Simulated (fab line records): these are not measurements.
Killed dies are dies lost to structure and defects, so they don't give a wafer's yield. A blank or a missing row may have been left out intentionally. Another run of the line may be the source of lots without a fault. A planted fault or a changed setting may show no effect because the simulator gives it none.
fab line records || flow n5-finfet
[record] {"lots": 7, "wafers": 21, "last-day": 16}
route steps=1938 shown FIN_SAQP@150 FIN_CUT@154
lots that met no fault: from a run of the same line without faults
start-h: the number of hours between the record's first day and the start of the first shown wafer of the lot || wait-h: hours since the lot's step before || " identical to the entry in the row above || L1.1+2: several wafers, shown together as one row || - no value, or no start given || * or withheld: withheld || < > ~ a bound
route shown NAME@n: NAME is a module with steps in the file, n the number in the route of the first one || usual: mean and standard deviation over wafers with no fault || same: alike in all rows || chamber/n: place in a boat || sites: per-site readings || _std_site: the values' standard deviation || _edge_site: inner sites' mean taken away from outer sites' mean || radius-mm: how far each site lies from the wafer's centre || mask NAME#n: copy n || behind: the last tool/chamber to shape the wafer || hold: cause of the lot's hold/its duration in hours/its outcome || device: transistor that didn't switch, given as n, p or np || end of line: at the end of the route, the tests of the same wafers || a step without rows: its recipe alone || killed: dies lost to structure and defects at the first sort, not the wafer's yield || map: a wafer's dies, marking killed ones x, the rest . and places with no die _
set.NAME: setting as actually run; set.NAME@STEP: the setting as run at that earlier step || model.NAME: the simulator's own value behind a step, which no gauge read
lots at some steps of the route; a table a step, a row a wafer
services: a tool's chamber out of use, with start hour (start-h, from the record's first day; less than 0 if before it), hours out, and reason
[[steps]]
[step N5_FIN_SAQP_PRECLEAN_45]
[recipe] {"chemistry": "dHF", "time-s": 10, "dilution": "500:1", "temp-c": 25}
[step N5_FIN_SAQP_SRD_39]
[recipe] {"dry": "ipa-marangoni", "time-s": 30, "temp-c": 23, "rinse-liquid": "diw"}
[step N5_FIN_SAQP_OCD_MEAS_76]
[usual] {"trench-depth-nm": "119.0/2.9"}
{"lot.wafer": "L994.1", "tool": "ocd-02", "chamber": "-", "start-h": 37.99, "wait-h": 0.0, "trench-depth-nm": 121.1}
{"lot.wafer": "L994.2", "tool": "ocd-02", "chamber": "-", "start-h": 37.99, "wait-h": 0.0, "trench-depth-nm": 115.3}
{"lot.wafer": "L994.5", "tool": "ocd-02", "chamber": "-", "start-h": 37.99, "wait-h": 0.0, "trench-depth-nm": 116.8}
{"lot.wafer": "L995.1", "tool": "ocd-02", "chamber": "-", "start-h": 46.42, "wait-h": 0.0, "trench-depth-nm": 114.4}
{"lot.wafer": "L995.2", "tool": "ocd-02", "chamber": "-", "start-h": 46.42, "wait-h": 0.0, "trench-depth-nm": 118.8}
{"lot.wafer": "L995.5", "tool": "ocd-02", "chamber": "-", "start-h": 46.42, "wait-h": 0.0, "trench-depth-nm": 114.9}
{"lot.wafer": "L100.2", "tool": "ocd-02", "chamber": "-", "start-h": 76.41, "wait-h": 0.0, "trench-depth-nm": 116.1}
{"lot.wafer": "L100.4", "tool": "ocd-02", "chamber": "-", "start-h": 76.41, "wait-h": 0.0, "trench-depth-nm": 121.6}
{"lot.wafer": "L100.6", "tool": "ocd-02", "chamber": "-", "start-h": 76.41, "wait-h": 0.0, "trench-depth-nm": 117.0}
{"lot.wafer": "L101.2", "tool": "ocd-01", "chamber": "-", "start-h": 81.48, "wait-h": 0.0, "trench-depth-nm": 119.7}
{"lot.wafer": "L101.4", "tool": "ocd-01", "chamber": "-", "start-h": 81.48, "wait-h": 0.0, "trench-depth-nm": 116.7}
{"lot.wafer": "L101.6", "tool": "ocd-01", "chamber": "-", "start-h": 81.48, "wait-h": 0.0, "trench-depth-nm": 115.2}
{"lot.wafer": "L102.1", "tool": "ocd-02", "chamber": "-", "start-h": 86.05, "wait-h": 0.0, "trench-depth-nm": 115.3}
{"lot.wafer": "L102.2", "tool": "ocd-02", "chamber": "-", "start-h": 86.05, "wait-h": 0.0, "trench-depth-nm": 118.6}
{"lot.wafer": "L102.6", "tool": "ocd-02", "chamber": "-", "start-h": 86.05, "wait-h": 0.0, "trench-depth-nm": 116.4}
{"lot.wafer": "L111.1", "tool": "ocd-02", "chamber": "-", "start-h": 140.52, "wait-h": 0.0, "trench-depth-nm": 122.1}
{"lot.wafer": "L111.3", "tool": "ocd-02", "chamber": "-", "start-h": 140.52, "wait-h": 0.0, "trench-depth-nm": 118.8}
{"lot.wafer": "L111.6", "tool": "ocd-02", "chamber": "-", "start-h": 140.52, "wait-h": 0.0, "trench-depth-nm": 124.2}
{"lot.wafer": "L113.2", "tool": "ocd-01", "chamber": "-", "start-h": 151.88, "wait-h": 0.0, "trench-depth-nm": 120.0}
{"lot.wafer": "L113.3", "tool": "ocd-01", "chamber": "-", "start-h": 151.88, "wait-h": 0.0, "trench-depth-nm": 118.7}
{"lot.wafer": "L113.6", "tool": "ocd-01", "chamber": "-", "start-h": 151.88, "wait-h": 0.0, "trench-depth-nm": 122.0}
[step N5_FIN_SAQP_INSPECT_40]
[recipe] {"inspect-instrument": "brightfield", "mode": "aei"}
[usual] {"raw-defect-count": "242/68"}
{"lot.wafer": "L994.1", "tool": "defect-inspect-02", "chamber": "-", "start-h": 38.02, "wait-h": 0.0, "raw-defect-count": 217}
{"lot.wafer": "L994.2", "tool": "defect-inspect-02", "chamber": "-", "start-h": 38.02, "wait-h": 0.0, "raw-defect-count": 112}
{"lot.wafer": "L994.5", "tool": "defect-inspect-02", "chamber": "-", "start-h": 38.02, "wait-h": 0.0, "raw-defect-count": 115}
{"lot.wafer": "L995.1", "tool": "defect-inspect-02", "chamber": "-", "start-h": 46.45, "wait-h": 0.0, "raw-defect-count": 198}
{"lot.wafer": "L995.2", "tool": "defect-inspect-02", "chamber": "-", "start-h": 46.45, "wait-h": 0.0, "raw-defect-count": 169}
{"lot.wafer": "L995.5", "tool": "defect-inspect-02", "chamber": "-", "start-h": 46.45, "wait-h": 0.0, "raw-defect-count": 173}
{"lot.wafer": "L100.2", "tool": "defect-inspect-02", "chamber": "-", "start-h": 76.44, "wait-h": 0.0, "raw-defect-count": 184}
{"lot.wafer": "L100.4", "tool": "defect-inspect-02", "chamber": "-", "start-h": 76.44, "wait-h": 0.0, "raw-defect-count": 202}
{"lot.wafer": "L100.6", "tool": "defect-inspect-02", "chamber": "-", "start-h": 76.44, "wait-h": 0.0, "raw-defect-count": 150}
{"lot.wafer": "L101.2", "tool": "defect-inspect-02", "chamber": "-", "start-h": 81.51, "wait-h": 0.0, "raw-defect-count": 157}
{"lot.wafer": "L101.4", "tool": "defect-inspect-02", "chamber": "-", "start-h": 81.51, "wait-h": 0.0, "raw-defect-count": 228}
{"lot.wafer": "L101.6", "tool": "defect-inspect-02", "chamber": "-", "start-h": 81.51, "wait-h": 0.0, "raw-defect-count": 179}
{"lot.wafer": "L102.1", "tool": "defect-inspect-01", "chamber": "-", "start-h": 86.09, "wait-h": 0.0, "raw-defect-count": 380}
{"lot.wafer": "L102.2", "tool": "defect-inspect-01", "chamber": "-", "start-h": 86.09, "wait-h": 0.0, "raw-defect-count": 414}
{"lot.wafer": "L102.6", "tool": "defect-inspect-01", "chamber": "-", "start-h": 86.09, "wait-h": 0.0, "raw-defect-count": 334}
{"lot.wafer": "L111.1", "tool": "defect-inspect-01", "chamber": "-", "start-h": 140.55, "wait-h": 0.0, "raw-defect-count": 377}
{"lot.wafer": "L111.3", "tool": "defect-inspect-01", "chamber": "-", "start-h": 140.55, "wait-h": 0.0, "raw-defect-count": 208}
{"lot.wafer": "L111.6", "tool": "defect-inspect-01", "chamber": "-", "start-h": 140.55, "wait-h": 0.0, "raw-defect-count": 280}
{"lot.wafer": "L113.2", "tool": "defect-inspect-01", "chamber": "-", "start-h": 151.91, "wait-h": 0.0, "raw-defect-count": 202}
{"lot.wafer": "L113.3", "tool": "defect-inspect-01", "chamber": "-", "start-h": 151.91, "wait-h": 0.0, "raw-defect-count": 222}
{"lot.wafer": "L113.6", "tool": "defect-inspect-01", "chamber": "-", "start-h": 151.91, "wait-h": 0.0, "raw-defect-count": 269}
[step N5_FIN_CUT_COAT_18]
[recipe] {"resist": "SOC", "temp-c": 250, "time-s": 60, "spin-rpm": 1500, "resist-thk-nm": 230}
[step N5_FIN_CUT_COAT_19]
[recipe] {"resist": "SiARC", "temp-c": 220, "time-s": 60, "spin-rpm": 1500, "resist-thk-nm": 20}
[step N5_FIN_CUT_COAT_29]
[recipe] {"resist": "underlayer", "temp-c": 205, "time-s": 60, "spin-rpm": 1500, "resist-thk-nm": 10}
[step N5_FIN_CUT_COAT_02]
[recipe] {"resist": "CAR-EUV", "spin-rpm": 1500, "resist-thk-nm": 30}
[step N5_FIN_CUT_EBR_04]
[recipe] {"solvent": "PGMEA", "ebr-width-mm": 1.5}
[step N5_FIN_CUT_SOFTBAKE_03]
[recipe] {"temp-c": 110, "time-s": 60, "resist": "CAR-EUV"}
[step N5_FIN_CUT_EXPOSE_05]
[recipe] {"mask-id": "FIN_CUT", "na": 0.33, "source-shape": "annular", "sigma-inner": 0.35, "sigma-outer": 0.8, "polarization": "unpolarized", "dose-mj": 45.75}
[step N5_FIN_CUT_PEB_06]
[recipe] {"peb-temp-c": 100, "peb-time-s": 60, "resist": "CAR-EUV"}
[step N5_FIN_CUT_DEVELOP_07]
[recipe] {"develop-time-s": 30, "developer": "TMAH", "resist": "CAR-EUV", "rinse-liquid": "surfactant-rinse", "dry": "air-spin", "dev-temp-c": 23}
[usual] {"chill-plate-temp-C": "23.00/0.095", "develop-time-s": "30/0"}
{"lot.wafer": "L994.1", "tool": "litho-track-04", "chamber": 0, "start-h": 38.39, "wait-h": "-", "chill-plate-temp-C": 22.95, "develop-time-s": 30, "model.CAR-EUV_of_FIN_CUT_COAT_02.thk-nm": 29.6}
{"lot.wafer": "L994.2", "tool": "litho-track-04", "chamber": 0, "start-h": 38.39, "wait-h": "-", "chill-plate-temp-C": 23.03, "develop-time-s": 30, "model.CAR-EUV_of_FIN_CUT_COAT_02.thk-nm": 29.6}
{"lot.wafer": "L994.5", "tool": "litho-track-04", "chamber": 0, "start-h": 38.39, "wait-h": "-", "chill-plate-temp-C": 23.05, "develop-time-s": 30, "model.CAR-EUV_of_FIN_CUT_COAT_02.thk-nm": 29.6}
{"lot.wafer": "L995.1", "tool": "litho-track-04", "chamber": 0, "start-h": 46.82, "wait-h": "-", "chill-plate-temp-C": 23.08, "develop-time-s": 30, "model.CAR-EUV_of_FIN_CUT_COAT_02.thk-nm": 29.6}
{"lot.wafer": "L995.2", "tool": "litho-track-04", "chamber": 0, "start-h": 46.82, "wait-h": "-", "chill-plate-temp-C": 22.95, "develop-time-s": 30, "model.CAR-EUV_of_FIN_CUT_COAT_02.thk-nm": 29.6}
{"lot.wafer": "L995.5", "tool": "litho-track-04", "chamber": 0, "start-h": 46.82, "wait-h": "-", "chill-plate-temp-C": 23.08, "develop-time-s": 30, "model.CAR-EUV_of_FIN_CUT_COAT_02.thk-nm": 29.6}
{"lot.wafer": "L100.2", "tool": "litho-track-04", "chamber": "-", "start-h": 76.68, "wait-h": "-", "chill-plate-temp-C": "-", "develop-time-s": "-", "model.CAR-EUV_of_FIN_CUT_COAT_02.thk-nm": 29.8}
{"lot.wafer": "L100.4", "tool": "litho-track-04", "chamber": "-", "start-h": 76.68, "wait-h": "-", "chill-plate-temp-C": "-", "develop-time-s": "-", "model.CAR-EUV_of_FIN_CUT_COAT_02.thk-nm": 29.8}
{"lot.wafer": "L100.6", "tool": "litho-track-04", "chamber": "-", "start-h": 76.68, "wait-h": "-", "chill-plate-temp-C": "-", "develop-time-s": "-", "model.CAR-EUV_of_FIN_CUT_COAT_02.thk-nm": 30}
{"lot.wafer": "L101.2", "tool": "litho-track-04", "chamber": "-", "start-h": 81.76, "wait-h": "-", "chill-plate-temp-C": "-", "develop-time-s": "-", "model.CAR-EUV_of_FIN_CUT_COAT_02.thk-nm": 30}
{"lot.wafer": "L101.4", "tool": "litho-track-04", "chamber": "-", "start-h": 81.76, "wait-h": "-", "chill-plate-temp-C": "-", "develop-time-s": "-", "model.CAR-EUV_of_FIN_CUT_COAT_02.thk-nm": 30}
{"lot.wafer": "L101.6", "tool": "litho-track-04", "chamber": "-", "start-h": 81.76, "wait-h": "-", "chill-plate-temp-C": "-", "develop-time-s": "-", "model.CAR-EUV_of_FIN_CUT_COAT_02.thk-nm": 30}
{"lot.wafer": "L102.1", "tool": "litho-track-02", "chamber": "-", "start-h": 86.46, "wait-h": "-", "chill-plate-temp-C": "-", "develop-time-s": "-", "model.CAR-EUV_of_FIN_CUT_COAT_02.thk-nm": 30}
{"lot.wafer": "L102.2", "tool": "litho-track-02", "chamber": "-", "start-h": 86.46, "wait-h": "-", "chill-plate-temp-C": "-", "develop-time-s": "-", "model.CAR-EUV_of_FIN_CUT_COAT_02.thk-nm": 29.8}
{"lot.wafer": "L102.6", "tool": "litho-track-02", "chamber": "-", "start-h": 86.46, "wait-h": "-", "chill-plate-temp-C": "-", "develop-time-s": "-", "model.CAR-EUV_of_FIN_CUT_COAT_02.thk-nm": 29.8}
{"lot.wafer": "L111.1", "tool": "litho-track-03", "chamber": 0, "start-h": 140.92, "wait-h": "-", "chill-plate-temp-C": 22.99, "develop-time-s": 30, "model.CAR-EUV_of_FIN_CUT_COAT_02.thk-nm": 29.6}
{"lot.wafer": "L111.3", "tool": "litho-track-03", "chamber": 0, "start-h": 140.92, "wait-h": "-", "chill-plate-temp-C": 22.94, "develop-time-s": 30, "model.CAR-EUV_of_FIN_CUT_COAT_02.thk-nm": 29.4}
{"lot.wafer": "L111.6", "tool": "litho-track-03", "chamber": 0, "start-h": 140.92, "wait-h": "-", "chill-plate-temp-C": 23.09, "develop-time-s": 30, "model.CAR-EUV_of_FIN_CUT_COAT_02.thk-nm": 29.4}
{"lot.wafer": "L113.2", "tool": "litho-track-02", "chamber": 0, "start-h": 152.15, "wait-h": "-", "chill-plate-temp-C": 22.90, "develop-time-s": 30, "model.CAR-EUV_of_FIN_CUT_COAT_02.thk-nm": 29.6}
{"lot.wafer": "L113.3", "tool": "litho-track-02", "chamber": 0, "start-h": 152.15, "wait-h": "-", "chill-plate-temp-C": 22.95, "develop-time-s": 30, "model.CAR-EUV_of_FIN_CUT_COAT_02.thk-nm": 29.6}
{"lot.wafer": "L113.6", "tool": "litho-track-02", "chamber": 0, "start-h": 152.15, "wait-h": "-", "chill-plate-temp-C": 23.12, "develop-time-s": 30, "model.CAR-EUV_of_FIN_CUT_COAT_02.thk-nm": 29.6}
[step N5_FIN_CUT_CD_MEAS_08]
[recipe] {"target-cd-nm": 29.1, "landing-energy-ev": 500, "detector": "se-inlens", "polarity": "opening"}
[usual] {"cd-nm": "29.07/0.24"}
[same] {"landing-energy-ev": 500}
{"lot.wafer": "L994.1", "tool": "cd-sem-01", "chamber": 0, "start-h": 38.45, "wait-h": "-", "cd-nm": 28.87}
{"lot.wafer": "L994.2", "tool": "cd-sem-01", "chamber": 0, "start-h": 38.45, "wait-h": "-", "cd-nm": 29.20}
{"lot.wafer": "L994.5", "tool": "cd-sem-01", "chamber": 0, "start-h": 38.45, "wait-h": "-", "cd-nm": 29.14}
{"lot.wafer": "L995.1", "tool": "cd-sem-01", "chamber": 0, "start-h": 46.88, "wait-h": "-", "cd-nm": 29.01}
{"lot.wafer": "L995.2", "tool": "cd-sem-01", "chamber": 0, "start-h": 46.88, "wait-h": "-", "cd-nm": 29.11}
{"lot.wafer": "L995.5", "tool": "cd-sem-01", "chamber": 0, "start-h": 46.88, "wait-h": "-", "cd-nm": 28.56}
{"lot.wafer": "L100.2", "tool": "cd-sem-03", "chamber": 0, "start-h": 76.74, "wait-h": "-", "cd-nm": "-"}
{"lot.wafer": "L100.4", "tool": "cd-sem-03", "chamber": 0, "start-h": 76.74, "wait-h": "-", "cd-nm": "-"}
{"lot.wafer": "L100.6", "tool": "cd-sem-03", "chamber": 0, "start-h": 76.74, "wait-h": "-", "cd-nm": "-"}
{"lot.wafer": "L101.2", "tool": "cd-sem-03", "chamber": 0, "start-h": 81.82, "wait-h": "-", "cd-nm": "-"}
{"lot.wafer": "L101.4", "tool": "cd-sem-03", "chamber": 0, "start-h": 81.82, "wait-h": "-", "cd-nm": "-"}
{"lot.wafer": "L101.6", "tool": "cd-sem-03", "chamber": 0, "start-h": 81.82, "wait-h": "-", "cd-nm": "-"}
{"lot.wafer": "L102.1", "tool": "cd-sem-02", "chamber": 0, "start-h": 86.52, "wait-h": "-", "cd-nm": "-"}
{"lot.wafer": "L102.2", "tool": "cd-sem-02", "chamber": 0, "start-h": 86.52, "wait-h": "-", "cd-nm": "-"}
{"lot.wafer": "L102.6", "tool": "cd-sem-02", "chamber": 0, "start-h": 86.52, "wait-h": "-", "cd-nm": "-"}
{"lot.wafer": "L111.1", "tool": "cd-sem-01", "chamber": 0, "start-h": 140.98, "wait-h": "-", "cd-nm": 28.94}
{"lot.wafer": "L111.3", "tool": "cd-sem-01", "chamber": 0, "start-h": 140.98, "wait-h": "-", "cd-nm": 29.26}
{"lot.wafer": "L111.6", "tool": "cd-sem-01", "chamber": 0, "start-h": 140.98, "wait-h": "-", "cd-nm": 29.44}
{"lot.wafer": "L113.2", "tool": "cd-sem-03", "chamber": 0, "start-h": 152.21, "wait-h": "-", "cd-nm": 29.10}
{"lot.wafer": "L113.3", "tool": "cd-sem-03", "chamber": 0, "start-h": 152.21, "wait-h": "-", "cd-nm": 29.21}
{"lot.wafer": "L113.6", "tool": "cd-sem-03", "chamber": 0, "start-h": 152.21, "wait-h": "-", "cd-nm": 29.03}
[[services]]
{"tool": "litho-track-02", "chamber": "-", "start-h": 142.80, "hours": "-", "kind": "consumable-replace:filter"}
[[key]]
[first-sign] {"step": "N5_FIN_CUT_DEVELOP_07", "reading": "tool-record", "direction": "missing"}
effect none on later readings
[model-effect] {"step": "N5_FIN_CUT_DEVELOP_07", "value": "CAR-EUV_of_FIN_CUT_COAT_02.thk-nm", "without": 29.38, "struck": 29.91}
met-at N5_FIN_CUT_DEVELOP_07
struck-wafers L100.2,L100.4,L100.6,L101.2,L101.4,L101.6,L102.1,L102.2,L102.6
later-rows-left-out L100.2,L100.4,L100.6,L101.2,L101.4,L101.6,L102.1,L102.2,L102.6
sort-left-out L100.2,L100.4,L100.6,L101.2,L101.4,L101.6,L102.1,L102.2,L102.6
onset-between 46.82 76.68
[fault] {"kind": "skipped-step-whole", "tool": "litho-track-02,litho-track-04", "chamber": "-", "onset-h": 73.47, "steps": "N5_FIN_CUT_DEVELOP_07", "scope": "struck-lots-only"}
// sort-left-out: the simulated sort isn't trusted on such a fault, so these wafers' sort isn't shown, and their yield isn't known
// later-rows-left-out: the simulator's readings of these wafers behind a module that went badly wrong aren't trusted and aren't shown, but for the sort
